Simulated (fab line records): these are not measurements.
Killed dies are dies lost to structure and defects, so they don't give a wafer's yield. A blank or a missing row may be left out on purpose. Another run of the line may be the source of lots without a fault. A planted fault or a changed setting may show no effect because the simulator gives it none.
Matching of chambers / flow n5Finfet / N5_SD_EPI_P_SD_RECESS_17 on rieSi-02: 4 sister chambers
The step chemistry HBr/Cl2/O2, target depth 39.1 nm, bt time 3 s. 8 wafers are shown with their chamber, then 7 later ones without.

## WAFERS PAIRED WITH THEIR CHAMBERS
wafer=L075.6; chamber=3; drypumpMotorCurrentA (A)=6.5; throttleValvePct (%)=37.22
wafer=L081.6; chamber=3; drypumpMotorCurrentA (A)=6.4; throttleValvePct (%)=37.18
wafer=L083.6; chamber=0; drypumpMotorCurrentA (A)=5.2; throttleValvePct (%)=36.87
wafer=L084.2; chamber=1; drypumpMotorCurrentA (A)=5.3; throttleValvePct (%)=36.88
wafer=L084.5; chamber=2; drypumpMotorCurrentA (A)=6.4; throttleValvePct (%)=37.11
wafer=L084.6; chamber=1; drypumpMotorCurrentA (A)=5.3; throttleValvePct (%)=36.88
wafer=L085.2; chamber=0; drypumpMotorCurrentA (A)=5.3; throttleValvePct (%)=36.85
wafer=L085.3; chamber=2; drypumpMotorCurrentA (A)=6.4; throttleValvePct (%)=37.13

## WAFERS MISSING THEIR CHAMBER
wafer=L085.5; drypumpMotorCurrentA (A)=6.4; throttleValvePct (%)=37.12
wafer=L094.1; drypumpMotorCurrentA (A)=6.4; throttleValvePct (%)=37.21
wafer=L094.2; drypumpMotorCurrentA (A)=5.3; throttleValvePct (%)=36.87
wafer=L094.4; drypumpMotorCurrentA (A)=5.4; throttleValvePct (%)=36.88
wafer=L096.1; drypumpMotorCurrentA (A)=5.3; throttleValvePct (%)=36.85
wafer=L096.3; drypumpMotorCurrentA (A)=6.4; throttleValvePct (%)=37.21
wafer=L096.5; drypumpMotorCurrentA (A)=6.3; throttleValvePct (%)=37.12

## EACH ONE'S CHAMBER
wafer=L085.5; from the rows above=2; in truth=2
wafer=L094.1; from the rows above=3; in truth=3
wafer=L094.2; from the rows above=can't be placed: 1 or 0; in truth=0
wafer=L094.4; from the rows above=can't be placed: 1 or 0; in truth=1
wafer=L096.1; from the rows above=can't be placed: 0 or 1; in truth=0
wafer=L096.3; from the rows above=3; in truth=3
wafer=L096.5; from the rows above=2; in truth=2
Correctly placed: 4 of 7. Not placeable from these rows: 3 (in 3, the candidates include the true chamber). Wrongly placed: 0.
How it was worked out, from the rows above alone: a wafer's distance from a chamber is the root of the sum, over the readings, of the square of ((its reading less the chamber's mean) divided by the reading's scatter). If the next closest chamber is less than 2 further off than the closest, the wafer can't be placed; otherwise it belongs to the closest. The mean given for a chamber averages the wafers shown for that chamber. The scatter is the square root of a quotient: the sum, over the shown wafers, of each reading's squared deviation from its chamber's mean, divided by wafers minus chambers.
